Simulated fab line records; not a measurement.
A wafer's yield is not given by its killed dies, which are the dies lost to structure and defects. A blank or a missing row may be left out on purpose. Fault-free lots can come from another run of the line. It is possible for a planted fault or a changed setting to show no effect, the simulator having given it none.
Code-filled problem report in 8D (eight disciplines) form ; flow n5 finfet ; the parts of the form that need people (team, actions taken, sign-off) are left out

## 1. WHAT WENT WRONG
killed_at_M4_up at N5_PASSIVATION_PROBE_49 reads a mean of 131 on 1 wafer of 1 lot; wafers without a fault read 13 with a standard deviation of 4.4. That is +27 standard deviations from the usual mean.
First observed at day 17 06:04: wafer L550.4, on prober-01. At this step, 6 wafers from 2 lots have a number in the record. Rule for "out" (also "out of limits"): further than 4 standard deviations from the usual mean. The rest of the wafers with a number are treated as sound.

## 2. WHAT IT IS, WHAT IT ISN'T
question;is;is not
which readings at this step;killed_at_M4_up, defect limited yield, killed dies, sort_bin_5_function, sort n pass, sort yield pct;killed_at_M0_to_M3, killed at contacts, killed at front end, killed at other, killed open, killed short, sort_bin_6_memory
which lots;L550;L545
which wafers of those lots;L550.4;L550.2, L550.3
read on which tools;prober-01;prober-02
when;from day 17 06:04;up to then (5 sound wafers)

## 3. WHAT RULES OUT EACH SUSPECT
Counting: a tool at a process step up to the reading stays a suspect if it ran every lot that is out. Sound lots after the first of them don't rule it out here, since some wafers of a struck lot are sound.
- pvd sputter-01 at N5_BEOL_M5_PRE_CLEAN_45 (time 30 s): kept. It ran the lot that is out, L550 (day 13 08:40); its last sound lot up to then is L545 (day 11 00:49).
- rie metal-01 at N5_MIM_BOT_ETCH_ETCH_03 (etches the open film in Cl2/BCl3, target depth 12 nm): kept. It ran the lot that is out, L550 (day 16 20:56).
- rie diel-06 at N5_PASSIVATION_STRIP_14 (strips in O2): kept. It ran the lot that is out, L550 (day 16 23:32); its last sound lot up to then is L545 (day 14 11:16).
- rie diel-05 at N5_PASSIVATION_ETCH_54 (etches SiO2 in CHF3/O2, target depth 880 nm, time 440 s): kept. It ran the lot that is out, L550 (day 17 03:08); its last sound lot up to then is L545 (day 14 14:28).
- prober-01 at N5_PASSIVATION_PROBE_49: kept. It ran the lot that is out, L550 (day 17 05:58). On those wafers its own readings are out: defect limited yield, killed_at_M4_up, killed dies, sort_bin_5_function, sort n pass, sort yield pct.
- The sound lot-mates ran in chamber 0 of rie metal-01 at N5_MIM_BOT_ETCH_ETCH_03, but the wafers that are out ran in chamber 1.
- Within rie diel-05 at N5_PASSIVATION_ETCH_54: the wafers that are out ran in chamber 3; their sound lot-mates ran in chambers 0, 1.
Left after counting: pvd sputter-01 at N5_BEOL_M5_PRE_CLEAN_45, rie metal-01 at N5_MIM_BOT_ETCH_ETCH_03, rie diel-06 at N5_PASSIVATION_STRIP_14, rie diel-05 at N5_PASSIVATION_ETCH_54, prober-01 at N5_PASSIVATION_PROBE_49.

## 4. THE CAUSE (what the simulator had put in)
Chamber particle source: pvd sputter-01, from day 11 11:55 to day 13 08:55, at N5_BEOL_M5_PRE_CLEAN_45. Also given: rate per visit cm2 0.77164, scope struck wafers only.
This tool is one of the 5 suspects left after counting.

## 5. THE EFFECT CHAIN, in route order
Each row: a reading where the mean over the struck wafers with a number is more than 3 standard deviations away from the usual. Only readings whose record carries a usual standard deviation are examined. hours: median over the lots of the time between each lot's start at the first step of this table that gives one and its start at this step. sigmas: the change, counted in usual standard deviations.
hours;step;reading;usual;on struck wafers;change;sigmas
0;N5_PASSIVATION_PROBE_49;defect limited yield;91.6 %;81.8;-9.8;-6.1
0;N5_PASSIVATION_PROBE_49;killed_at_M4_up;13;131;+118;+27
0;N5_PASSIVATION_PROBE_49;killed dies;99;215;+116;+6.4
0;N5_PASSIVATION_PROBE_49;sort_bin_5_function;4.9 %;11.4;+6.5;+6.5
0;N5_PASSIVATION_PROBE_49;sort n pass;1081;965;-116;-6.4
0;N5_PASSIVATION_PROBE_49;sort yield pct;91.6 %;81.8;-9.8;-6.1
The process steps in it:
- N5_PASSIVATION_PROBE_49

## 6. WHAT WOULD HAVE CAUGHT IT SOONER
First out-of-limits reading in this record: day 17 06:04, which is 138 hours after fault onset at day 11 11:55.
Tool readings at N5_BEOL_M5_PRE_CLEAN_45 with a usual standard deviation given in the record: none out on any struck wafer, hence no alarm at a limit of 4 standard deviations on them.
Lots out: 1; all had begun N5_BEOL_M5_PRE_CLEAN_45 on pvd sputter-01 by day 17 06:04. A hold on the tool at that time would have spared none of them.
